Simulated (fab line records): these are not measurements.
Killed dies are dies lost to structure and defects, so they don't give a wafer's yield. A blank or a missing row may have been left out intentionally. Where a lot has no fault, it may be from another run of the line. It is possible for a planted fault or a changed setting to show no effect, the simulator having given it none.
Which of the tools did it? + flow n5Finfet + 36 wafers sampled from 12 lots at 1 step of a route of 1938

== WHAT EACH GAUGE READ, for each wafer ==
N5_BEOL_M1_RS_MEAS_58: a four-point-probe measurement.
| lot  | measured     | on           | M1_RS (ohm/sq) |
|------|--------------|--------------|----------------|
| L075 | day 6 14:20  | filmMetro-02 | 0.67 0.65 0.63 |
| L077 | day 7 05:52  | filmMetro-02 | 0.74 0.71 0.69 |
| L079 | day 7 20:19  | filmMetro-02 | 0.67 0.63 0.63 |
| L081 | day 8 09:34  | filmMetro-01 | 0.67 0.70 0.62 |
| L083 | day 8 20:14  | filmMetro-02 | 0.67 0.66 0.62 |
| L085 | day 9 09:49  | filmMetro-01 | 0.67 0.65 0.63 |
| L087 | day 9 19:00  | filmMetro-01 | 0.63 0.69 0.61 |
| L088 | day 10 06:31 | filmMetro-01 | 0.66 0.60 0.61 |
| L091 | day 10 21:02 | filmMetro-02 | 0.73 0.68 0.66 |
| L093 | day 11 05:04 | filmMetro-02 | 0.64 0.66 0.65 |
| L095 | day 11 11:38 | filmMetro-01 | 0.68 0.66 0.65 |
| L097 | day 12 19:03 | filmMetro-02 | 0.73 0.76 0.69 |

== EACH LOT AND THE TOOL THAT RAN IT (in order: tool; ch and the chambers of the sampled wafers; start) ==
Before these readings, the record contains no process step.

== THE ANSWER, worked out from the rows above alone ==
Rule: the lots themselves supply what counts as usual. The widest of any qualifying gaps counts: lots, ordered by their means at a reading, are off when they make up no more than a third of the lots, leave a main group of 4 or more, and stand apart from it by 3 or more times the standard deviation of that group's means. A main group is skipped when, at the precision printed for the reading in the tables above, its means are all equal. Also off: a lot with no number at a reading for which 4 or more lots have one. All remaining lots with rows at the step are treated as sound.
Nothing can be told from this: no lot is off at any reading shown.

== WHAT THE SIMULATOR PUT IN ==
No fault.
